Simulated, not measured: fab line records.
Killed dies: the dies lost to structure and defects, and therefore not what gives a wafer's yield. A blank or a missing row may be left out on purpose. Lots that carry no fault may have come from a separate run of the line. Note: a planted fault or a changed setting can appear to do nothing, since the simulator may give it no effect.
Matching of chambers -- flow n5Finfet -- 4 sister chambers for N5_STI_FIN_REVEAL_ALD_14 on aldSin-04
The step deposits Si3N4, target thk 3 nm. 8 wafers are shown with their chamber, then 10 later ones without.

== WAFERS WITH THEIR CHAMBER ==
wafer,chamber,heaterPowerW (W)
L079.1,3,911
L083.2,2,743
L087.4,3,869
L090.1,1,837
L090.2,2,673
L090.3,0,885
L091.1,1,850
L091.3,0,897

== WAFERS WHOSE CHAMBER IS MISSING ==
wafer,heaterPowerW (W)
L091.6,858
L094.1,885
L094.2,843
L094.5,867
L096.1,683
L096.2,831
L096.6,919
L097.1,900
L097.3,695
L097.5,903

== WHICH CHAMBER EACH WENT THROUGH ==
wafer,from the rows above,in truth
L091.6,can't be placed: 1 or 3 or 0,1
L094.1,can't be placed: 3 or 0 or 1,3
L094.2,can't be placed: 1 or 3 or 0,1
L094.5,can't be placed: 3 or 1 or 0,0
L096.1,2,2
L096.2,can't be placed: 1 or 3 or 0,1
L096.6,can't be placed: 0 or 3 or 1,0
L097.1,can't be placed: 0 or 3 or 1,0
L097.3,2,2
L097.5,can't be placed: 0 or 3 or 1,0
2 of 10 placed correctly. Not placeable from these rows: 8 (in 8, the candidates include the true chamber). Placed wrongly: 0.
How it was worked out, from the rows above alone: a wafer's distance from a chamber is the root of the sum, over the readings, of the square of ((its reading less the chamber's mean) divided by the reading's scatter). The wafer belongs to the nearest chamber; if the next one is less than 2 further off, it can't be placed. Each chamber's mean is taken over the wafers shown for it. The scatter: the root of (the sum of the squares of (reading less its chamber's mean) over the shown wafers, divided by (wafers less chambers)).
